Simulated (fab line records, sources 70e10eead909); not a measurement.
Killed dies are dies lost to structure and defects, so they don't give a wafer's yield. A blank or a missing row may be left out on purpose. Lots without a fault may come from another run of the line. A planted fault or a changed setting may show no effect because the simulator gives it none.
Chamber matching | flow nand_harc | NHARC_P_CONTACT_DESCUM_17 on rie_diel-09: 4 sister chambers
The step chemistry O2, time 3 s. 14 wafers are shown with their chamber, then 7 later ones without.

WAFERS WITH THEIR CHAMBER
wafer  | chamber | drypump_motor_current_A (A) | rf_vpp_V (V) | oes_product_au (a.u.)
L074.3 | 1       | 5.80                        | 56.0         | 1.000
L074.5 | 3       | 6.36                        | 58.2         | 0.980
L074.6 | 0       | 5.60                        | 57.2         | 0.995
L082.2 | 2       | 5.68                        | 59.1         | 0.991
L082.4 | 0       | 5.60                        | 57.6         | 1.000
L082.6 | 0       | 5.60                        | 57.3         | 1.004
L086.1 | 2       | 5.68                        | 58.7         | 0.987
L086.3 | 1       | 5.80                        | 58.6         | 1.003
L086.6 | 2       | 5.67                        | 58.9         | 0.992
L086.2 | 3       | 6.34                        | 58.6         | 0.990
L086.4 | 0       | 5.58                        | 56.6         | 0.997
L086.5 | 1       | 5.80                        | 57.9         | 0.989
L089.1 | 3       | 6.36                        | 58.6         | 0.998
L089.2 | 2       | 5.62                        | 58.6         | 0.991

SIGNATURES (means of the wafers above)
reading                 | chamber 0 | chamber 1 | chamber 2 | chamber 3 | scatter within a chamber
drypump_motor_current_A | 5.5950    | 5.8000    | 5.6625    | 6.3533    | 0.0174
rf_vpp_V                | 57.175    | 57.500    | 58.825    | 58.467    | 0.663
oes_product_au          | 0.99900   | 0.99733   | 0.99025   | 0.98933   | 0.00576
Rule: a wafer's distance from a chamber is the root of the sum, over the readings, of the square of ((its reading less the chamber's mean) divided by the reading's scatter). The wafer belongs to the nearest chamber; if the next one is less than 2 further off, it can't be placed. The scatter: the root of (the sum of the squares of (reading less its chamber's mean) over the shown wafers, divided by (wafers less chambers)).

WAFERS WITHOUT THEIR CHAMBER
wafer  | drypump_motor_current_A (A) | rf_vpp_V (V) | oes_product_au (a.u.)
L089.5 | 5.63                        | 57.5         | 0.993
L090.2 | 6.39                        | 57.9         | 0.994
L090.5 | 6.37                        | 57.0         | 1.006
L090.6 | 5.63                        | 57.0         | 0.998
L091.1 | 5.58                        | 59.3         | 1.007
L091.3 | 6.40                        | 57.9         | 0.998
L091.5 | 5.58                        | 58.9         | 0.994

WHICH CHAMBER EACH WENT THROUGH
wafer  | from the rows above     | in truth
L089.5 | can't be placed: 0 or 2 | 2
L090.2 | 3                       | 3
L090.5 | 3                       | 3
L090.6 | can't be placed: 0 or 2 | 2
L091.1 | 0                       | 0
L091.3 | 3                       | 3
L091.5 | can't be placed: 0 or 2 | 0
Placed correctly: 4 of 7. Can't be placed from these rows: 3 (the true chamber is among the candidates in 3). Placed wrongly: 0.
